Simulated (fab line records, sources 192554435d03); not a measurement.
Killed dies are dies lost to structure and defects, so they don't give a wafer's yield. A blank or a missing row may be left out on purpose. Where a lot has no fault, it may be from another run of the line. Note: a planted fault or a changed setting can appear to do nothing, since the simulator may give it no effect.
Split-lot trial + flow n5 finfet + 39 wafers read from 7 lots, route of 1938 steps

## ABOUT THE SPLIT
At N5_FIN_SAQP_PECVD_06 (deposits a-Si from SiH4/He, target thk 60 nm, time 48.1 s), the setting time s was moved away from the recipe's 48.1 s on 18 of the 39 wafers read, by -56.9% to +54.6%. For the rest of the wafers, this setting stayed at what the recipe calls for.

## FROM THE SPLIT TO THE READING: what the file shows between them, 5 steps
- N5_FIN_SAQP_THK_MEAS_07
- N5_FIN_SAQP_HM_DEP_72: deposits SiO2 from SiH4/N2O, target thk 12 nm, time 7.2 s
- N5_FIN_SAQP_COAT_49: time 60 s, resist thk 100 nm
- N5_FIN_SAQP_HM_OPEN_73: chemistry CHF3/O2, target SiO2, stops on a-Si, target depth 12 nm, time 16.8 s
- N5_FIN_SAQP_STRIP_74: strips in CHF3/O2

## THE READING
oes product au, in a.u., at N5_FIN_SAQP_MANDREL_ETCH_22 (etches a-Si in HBr/Cl2, stops on SiNx, target depth 60 nm, bt time 10 s, time 30 s). A value of 0.770 a.u. with a standard deviation of 0.016 a.u. is what fault-free wafers of this fab line usually give.

| wafer  | tool, chamber at the split | time s as run, s | against the recipe | oes product au, a.u. | against lot-mates on the recipe |
|--------|----------------------------|------------------|--------------------|----------------------|---------------------------------|
| L085.1 | pecvd-01, 2                | 48.1             | recipe             | 0.792                | -                               |
| L085.2 | pecvd-01, 0                | 48.1             | recipe             | 0.783                | -                               |
| L085.3 | pecvd-01, 1                | 30.01            | -37.6%             | 0.592                | -0.189                          |
| L085.4 | pecvd-01, 0                | 48.1             | recipe             | 0.768                | -                               |
| L085.5 | pecvd-01, 1                | 30.01            | -37.6%             | 0.597                | -0.184                          |
| L085.6 | pecvd-01, 2                | 30.01            | -37.6%             | 0.587                | -0.194                          |
| L086.1 | pecvd-01, 1                | 48.1             | recipe             | 0.760                | -                               |
| L086.2 | pecvd-01, 2                | 74.34            | +54.6%             | 1.029                | +0.252                          |
| L086.3 | pecvd-01, 0                | 74.34            | +54.6%             | 0.971                | +0.194                          |
| L086.4 | pecvd-01, 2                | 48.1             | recipe             | 0.785                | -                               |
| L086.5 | pecvd-01, 0                | 48.1             | recipe             | 0.786                | -                               |
| L086.6 | pecvd-01, 1                | 74.34            | +54.6%             | 1.016                | +0.239                          |
| L087.1 | pecvd-01, 1                | 20.71            | -56.9%             | 0.505                | -0.267                          |
| L087.2 | pecvd-01, 2                | 20.71            | -56.9%             | 0.509                | -0.263                          |
| L087.3 | pecvd-01, 2                | 48.1             | recipe             | 0.765                | -                               |
| L087.4 | pecvd-01, 1                | 48.1             | recipe             | 0.777                | -                               |
| L087.5 | pecvd-01, 2                | 20.71            | -56.9%             | 0.520                | -0.252                          |
| L087.6 | pecvd-01, 1                | 48.1             | recipe             | 0.773                | -                               |
| L089.1 | pecvd-01, 1                | 48.1             | recipe             | 0.741                | -                               |
| L089.2 | pecvd-01, 2                | 48.1             | recipe             | 0.787                | -                               |
| L089.3 | pecvd-01, 1                | 48.1             | recipe             | 0.787                | -                               |
| L089.4 | pecvd-01, 2                | 33.92            | -29.5%             | 0.638                | -0.134                          |
| L089.5 | pecvd-01, 1                | 33.92            | -29.5%             | 0.644                | -0.128                          |
| L089.6 | pecvd-01, 2                | 33.92            | -29.5%             | 0.634                | -0.138                          |
| L092.1 | pecvd-03, 1                | 48.1             | recipe             | 0.776                | -                               |
| L092.3 | pecvd-03, 0                | 48.1             | recipe             | 0.778                | -                               |
| L092.5 | pecvd-03, 2                | 48.1             | recipe             | 0.766                | -                               |
| L094.1 | pecvd-03, 1                | 61.93            | +28.8%             | 0.917                | +0.149                          |
| L094.2 | pecvd-03, 2                | 48.1             | recipe             | 0.762                | -                               |
| L094.3 | pecvd-03, 0                | 48.1             | recipe             | 0.756                | -                               |
| L094.4 | pecvd-03, 0                | 61.93            | +28.8%             | 0.916                | +0.148                          |
| L094.5 | pecvd-03, 2                | 61.93            | +28.8%             | 0.900                | +0.132                          |
| L094.6 | pecvd-03, 1                | 48.1             | recipe             | 0.787                | -                               |
| L095.1 | pecvd-03, 2                | 60.58            | +25.9%             | 0.899                | +0.128                          |
| L095.2 | pecvd-03, 0                | 48.1             | recipe             | 0.761                | -                               |
| L095.3 | pecvd-03, 1                | 60.58            | +25.9%             | 0.868                | +0.097                          |
| L095.4 | pecvd-03, 0                | 48.1             | recipe             | 0.778                | -                               |
| L095.5 | pecvd-03, 1                | 60.58            | +25.9%             | 0.887                | +0.116                          |
| L095.6 | pecvd-03, 2                | 48.1             | recipe             | 0.773                | -                               |

THE FIT
A straight line over all 39 wafers: oes product au changes by +0.00452 a.u. for each +1% of time s; r = +0.99; the points scatter about the line by 0.014 a.u.
The same after taking each lot's own level away (the mean of its wafers on the recipe; 39 wafers): +0.00453 a.u. for each +1%; r = +0.99; scatter 0.015 a.u.
That fit puts the effect of the largest move of time s on the reading at 0.26 a.u.
From 0.7683 to 0.7810 a.u.: that is the span of the lots' own levels, equal to 0.8 times the standard deviation above.
Consequently the slope shifts little with the lot-to-lot level, the two slopes agreeing.
Check: -0.26 a.u. against its lot-mates is what the line predicts for one of the wafers moved furthest among these (-56.9%) when that wafer is left out of the fit. It came out at -0.267 a.u. against them.

## THESE WAFERS: OTHER SPLITS
Before the reading, these wafers also passed through other splits. Each is held against what the fit with the lots' levels taken away leaves over:
| other split on the same wafers       | wafers away from the commonest value | r with oes product au (lot level and that fit taken away) |
|--------------------------------------|--------------------------------------|-----------------------------------------------------------|
| N5_ZERO_LAYER_ETCH_18 target depth a | 12                                   | +0.10                                                     |

## THE WHOLE CHAIN: every reading that the file lists as answering this split, in the file's order
| step                        | what it does                                                                       | reading                                                                           | change (the file's fit)                   | r (the file's) |
|-----------------------------|------------------------------------------------------------------------------------|-----------------------------------------------------------------------------------|-------------------------------------------|----------------|
| N5_FIN_SAQP_PECVD_06        | deposits a-Si from SiH4/He, target thk 60 nm, time 48.1 s                          | a-Si_of_FIN_SAQP_PECVD_06.thk nm (the simulator's own value, which no gauge read) | +0.609 nm for each +1% of the setting     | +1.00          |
| N5_FIN_SAQP_THK_MEAS_07     |                                                                                    | thk nm                                                                            | withheld for each +1% of the setting      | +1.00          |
| N5_FIN_SAQP_MANDREL_ETCH_22 | etches a-Si in HBr/Cl2, stops on SiNx, target depth 60 nm, bt time 10 s, time 30 s | oes product au                                                                    | +0.00453 a.u. for each +1% of the setting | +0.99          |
| N5_FIN_SAQP_MANDREL_ETCH_22 | etches a-Si in HBr/Cl2, stops on SiNx, target depth 60 nm, bt time 10 s, time 30 s | etch.depth nm (the simulator's own value, which no gauge read)                    | +0.596 nm for each +1% of the setting     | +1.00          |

## FILE'S OWN FIT
oes product au changes by +0.00453 a.u. for each +1% of time s, r = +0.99.
